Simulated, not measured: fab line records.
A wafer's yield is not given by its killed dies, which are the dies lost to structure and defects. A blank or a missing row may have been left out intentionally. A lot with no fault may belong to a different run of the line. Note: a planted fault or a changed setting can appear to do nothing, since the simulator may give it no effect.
Matching of chambers :: flow n5Finfet :: N5_BEOL_M2_ETCH_70 on rieDiel-03: 4 sister chambers
The step etches SOC in N2/H2, target depth 80 nm, overetch 24 nm, time 130 s. 16 wafers are shown with their chamber, then 8 later ones without.

== WAFERS, EACH WITH ITS CHAMBER ==
wafer: L078.1
chamber: 2
showerheadPlenumPTorr (Torr): 2.67
throttleValvePct (%): 17.8
drypumpMotorCurrentA (A): 5.6

wafer: L078.4
chamber: 3
showerheadPlenumPTorr (Torr): 2.41
throttleValvePct (%): 18.0
drypumpMotorCurrentA (A): 5.1

wafer: L078.5
chamber: 3
showerheadPlenumPTorr (Torr): 2.41
throttleValvePct (%): 18.0
drypumpMotorCurrentA (A): 5.1

wafer: L081.1
chamber: 2
showerheadPlenumPTorr (Torr): 2.67
throttleValvePct (%): 17.9
drypumpMotorCurrentA (A): 5.6

wafer: L081.2
chamber: 3
showerheadPlenumPTorr (Torr): 2.40
throttleValvePct (%): 18.0
drypumpMotorCurrentA (A): 5.1

wafer: L081.5
chamber: 2
showerheadPlenumPTorr (Torr): 2.66
throttleValvePct (%): 17.9
drypumpMotorCurrentA (A): 5.7

wafer: L084.1
chamber: 2
showerheadPlenumPTorr (Torr): 2.66
throttleValvePct (%): 17.9
drypumpMotorCurrentA (A): 5.7

wafer: L084.4
chamber: 1
showerheadPlenumPTorr (Torr): 2.69
throttleValvePct (%): 17.4
drypumpMotorCurrentA (A): 5.8

wafer: L084.5
chamber: 0
showerheadPlenumPTorr (Torr): 2.61
throttleValvePct (%): 18.2
drypumpMotorCurrentA (A): 6.0

wafer: L087.3
chamber: 2
showerheadPlenumPTorr (Torr): 2.66
throttleValvePct (%): 17.9
drypumpMotorCurrentA (A): 5.7

wafer: L087.5
chamber: 0
showerheadPlenumPTorr (Torr): 2.61
throttleValvePct (%): 18.2
drypumpMotorCurrentA (A): 6.0

wafer: L087.6
chamber: 1
showerheadPlenumPTorr (Torr): 2.69
throttleValvePct (%): 17.4
drypumpMotorCurrentA (A): 5.8

wafer: L082.2
chamber: 0
showerheadPlenumPTorr (Torr): 2.61
throttleValvePct (%): 18.2
drypumpMotorCurrentA (A): 6.0

wafer: L082.4
chamber: 3
showerheadPlenumPTorr (Torr): 2.40
throttleValvePct (%): 18.0
drypumpMotorCurrentA (A): 5.1

wafer: L082.5
chamber: 3
showerheadPlenumPTorr (Torr): 2.40
throttleValvePct (%): 18.0
drypumpMotorCurrentA (A): 5.1

wafer: L093.1
chamber: 2
showerheadPlenumPTorr (Torr): 2.66
throttleValvePct (%): 17.9
drypumpMotorCurrentA (A): 5.7

SIGNATURES, as means of the wafers listed above
reading: showerheadPlenumPTorr
chamber 0: 2.6100
chamber 1: 2.6900
chamber 2: 2.6633
chamber 3: 2.4040
scatter within a chamber: 0.00459

reading: throttleValvePct
chamber 0: 18.200
chamber 1: 17.400
chamber 2: 17.883
chamber 3: 18.000
scatter within a chamber: 0.0264

reading: drypumpMotorCurrentA
chamber 0: 6.000
chamber 1: 5.800
chamber 2: 5.667
chamber 3: 5.100
scatter within a chamber: 0.0333
Rule: distance of a wafer from a chamber = root of the sum over the readings of ((wafer's reading minus chamber's mean) / reading's scatter) squared. The wafer belongs to the nearest chamber; if the next one is less than 2 further off, it can't be placed. The scatter: take each reading less its chamber's mean, square it, sum over the shown wafers, divide by the number of wafers less the number of chambers, and take the root.

== WAFERS WITH NO CHAMBER GIVEN ==
wafer: L093.4
showerheadPlenumPTorr (Torr): 2.66
throttleValvePct (%): 17.9
drypumpMotorCurrentA (A): 5.6

wafer: L093.6
showerheadPlenumPTorr (Torr): 2.40
throttleValvePct (%): 18.0
drypumpMotorCurrentA (A): 5.1

wafer: L094.1
showerheadPlenumPTorr (Torr): 2.60
throttleValvePct (%): 17.8
drypumpMotorCurrentA (A): 6.0

wafer: L094.5
showerheadPlenumPTorr (Torr): 2.65
throttleValvePct (%): 17.9
drypumpMotorCurrentA (A): 5.7

wafer: L094.6
showerheadPlenumPTorr (Torr): 2.68
throttleValvePct (%): 17.5
drypumpMotorCurrentA (A): 5.8

wafer: L097.2
showerheadPlenumPTorr (Torr): 2.67
throttleValvePct (%): 17.4
drypumpMotorCurrentA (A): 5.8

wafer: L097.4
showerheadPlenumPTorr (Torr): 2.65
throttleValvePct (%): 17.9
drypumpMotorCurrentA (A): 5.7

wafer: L097.6
showerheadPlenumPTorr (Torr): 2.67
throttleValvePct (%): 17.5
drypumpMotorCurrentA (A): 5.8

== THE CHAMBER EACH PASSED THROUGH ==
wafer: L093.4
from the rows above: 2
in truth: 2

wafer: L093.6
from the rows above: 3
in truth: 3

wafer: L094.1
from the rows above: can't be placed: 0 or 2
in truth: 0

wafer: L094.5
from the rows above: 2
in truth: 2

wafer: L094.6
from the rows above: 1
in truth: 1

wafer: L097.2
from the rows above: 1
in truth: 1

wafer: L097.4
from the rows above: 2
in truth: 2

wafer: L097.6
from the rows above: 1
in truth: 1
Placed correctly: 7 of 8. From these rows, 1 cannot be placed; in 1 the true chamber is one of the candidates. 0 placed wrongly.
